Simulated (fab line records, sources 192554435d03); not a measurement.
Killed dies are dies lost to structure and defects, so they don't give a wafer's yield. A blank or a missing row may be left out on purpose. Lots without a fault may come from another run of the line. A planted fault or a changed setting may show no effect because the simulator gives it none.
Split-lot experiment | flow n5_finfet | 7 lots, 21 wafers read, on a route of 1938 steps

THE SPLIT
At N5_BEOL_M5_TRENCH_ETCH_37 (etches SiCOH lowk in C4F6/O2, target depth 71.652 nm, time 24.7 s), the setting bias_w was moved away from the recipe's 185 W on 6 of the 21 wafers read, by -16.3% to +17.2%. The other wafers ran this setting at the recipe's value.

The reading is taken at the split's own step.

THE READING
rf_vpp_V, in V, at N5_BEOL_M5_TRENCH_ETCH_37 (etches SiCOH lowk in C4F6/O2, target depth 71.652 nm, time 24.7 s). Fault-free wafers of this fab line usually give 666 V, standard deviation 7.4 V.

wafer  | tool, chamber at the split | bias_w as run, W | against the recipe | rf_vpp_V, V | against lot-mates on the recipe
L075.3 | rie_diel-04, 2             | 194.3            | +5.0%              | 690         | +24
L075.4 | rie_diel-04, 0             | 185              | recipe             | 660         | -
L075.6 | rie_diel-04, 1             | 185              | recipe             | 671         | -
L081.2 | rie_diel-04, 2             | 185              | recipe             | 663         | -
L081.3 | rie_diel-04, 0             | 185              | recipe             | 659         | -
L081.4 | rie_diel-04, 1             | 185              | recipe             | 668         | -
L083.2 | rie_diel-04, 3             | 185              | recipe             | 656         | -
L083.3 | rie_diel-04, 2             | 154.8            | -16.3%             | 576         | -80
L083.5 | rie_diel-04, 0             | 154.8            | -16.3%             | 573         | -83
L087.1 | rie_diel-03, 3             | 185              | recipe             | 676         | -
L087.2 | rie_diel-03, 0             | 185              | recipe             | 657         | -
L087.5 | rie_diel-03, 0             | 185              | recipe             | 657         | -
L089.2 | rie_diel-03, 3             | 185              | recipe             | 678         | -
L089.3 | rie_diel-03, 2             | 185              | recipe             | 663         | -
L089.4 | rie_diel-03, 0             | 185              | recipe             | 656         | -
L091.3 | rie_diel-04, 1             | 212.3            | +14.8%             | 745         | +75
L091.5 | rie_diel-04, 1             | 185              | recipe             | 670         | -
L091.6 | rie_diel-04, 2             | 212.3            | +14.8%             | 742         | +72
L097.3 | rie_diel-01, 3             | 185              | recipe             | 677         | -
L097.4 | rie_diel-01, 2             | 216.9            | +17.2%             | 754         | +82
L097.5 | rie_diel-01, 1             | 185              | recipe             | 668         | -

THE FIT
A straight line over all 21 wafers: rf_vpp_V changes by +5.38 V for each +1% of bias_w; r = +0.99; the points scatter about the line by 6.9 V.
The same after taking each lot's own level away (the mean of its wafers on the recipe; 21 wafers): +4.93 V for each +1%; r = +0.99; scatter 5.9 V.
On that fit, the largest move of bias_w shifts the reading by 85 V.
The lots' own levels span 656.0 to 672.5 V, that is 2.2 times the standard deviation above.
So the lot-to-lot level changes the slope little: the two slopes agree.
Check: with one of the wafers moved furthest among these (+17.2%) left out of the fit, the line predicts +85.9 V for it against its lot-mates. It came out at +81.5 V against them.
Tool readings at the split's step, against how far the setting was moved: rf_vpp_V r = +0.99.

OTHER SPLITS ON THESE WAFERS
These wafers also went through other splits before the reading. Each is held against what the fit with the lots' levels taken away leaves over:
other split on the same wafers   | wafers away from the commonest value | r with rf_vpp_V (lot level and that fit taken away)
N5_BEOL_M4_DESCUM_33 time_s      | 9                                    | +0.34
N5_BEOL_M4_TRENCH_ETCH_37 time_s | 4                                    | +0.07
N5_BEOL_M5_ETCH_68 time_s        | 7                                    | -0.15

THE FILE'S OWN FIT
rf_vpp_V changes by +4.88 V for each +1% of bias_w, r = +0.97.
